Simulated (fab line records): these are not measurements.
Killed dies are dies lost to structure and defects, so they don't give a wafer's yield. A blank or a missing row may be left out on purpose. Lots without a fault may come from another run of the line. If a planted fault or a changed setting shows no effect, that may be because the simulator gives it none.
Chamber matching | flow n5-finfet | 3 sister chambers for N5_BEOL_M2_ETCH_74 on rie-diel-06
The step etches underlayer in N2/H2, target depth 6.5 nm, time 5.2 s. 14 wafers are shown with their chamber, then 5 later ones without.

## WAFERS WITH THEIR CHAMBER
wafer  | chamber | drypump-motor-current-A (A) | showerhead-plenum-p-Torr (Torr) | throttle-valve-pct (%)
L078.1 | 0       | 5.8                         | 2.72                            | 17.95
L078.3 | 3       | 6.0                         | 2.68                            | 17.89
L078.6 | 2       | 5.0                         | 2.51                            | 17.62
L080.3 | 0       | 5.8                         | 2.71                            | 17.96
L080.4 | 3       | 6.0                         | 2.67                            | 17.91
L080.5 | 3       | 6.0                         | 2.67                            | 17.89
L082.1 | 3       | 6.0                         | 2.67                            | 17.92
L082.2 | 2       | 5.0                         | 2.50                            | 17.62
L082.5 | 3       | 6.0                         | 2.67                            | 17.88
L084.2 | 0       | 5.8                         | 2.71                            | 17.96
L084.4 | 2       | 4.9                         | 2.50                            | 17.60
L084.6 | 3       | 6.0                         | 2.67                            | 17.93
L093.1 | 0       | 5.8                         | 2.70                            | 17.99
L093.5 | 3       | 6.0                         | 2.66                            | 17.96

SIGNATURES (averages over the wafers above)
reading                  | chamber 0 | chamber 2 | chamber 3 | scatter within a chamber
drypump-motor-current-A  | 5.800     | 4.967     | 6.000     | 0.0246
showerhead-plenum-p-Torr | 2.7100    | 2.5033    | 2.6700    | 0.00651
throttle-valve-pct       | 17.9650   | 17.6133   | 17.9114   | 0.0231
Rule: distance of a wafer from a chamber = root of the sum over the readings of ((wafer's reading minus chamber's mean) / reading's scatter) squared. If the next closest chamber is less than 2 further off than the closest, the wafer can't be placed; otherwise it belongs to the closest. The scatter: take each reading less its chamber's mean, square it, sum over the shown wafers, divide by the number of wafers less the number of chambers, and take the root.

## WAFERS MISSING THEIR CHAMBER
wafer  | drypump-motor-current-A (A) | showerhead-plenum-p-Torr (Torr) | throttle-valve-pct (%)
L093.6 | 5.8                         | 2.70                            | 18.00
L094.2 | 5.0                         | 2.49                            | 17.27
L094.6 | 6.0                         | 2.66                            | 17.97
L096.3 | 5.0                         | 2.49                            | 17.26
L096.5 | 5.8                         | 2.70                            | 18.01

## EACH ONE'S CHAMBER
wafer  | from the rows above | in truth
L093.6 | 0                   | 0
L094.2 | 2                   | 2
L094.6 | 3                   | 3
L096.3 | 2                   | 2
L096.5 | 0                   | 0
Placed correctly: 5 of 5. From these rows, 0 cannot be placed. Number placed wrongly: 0.
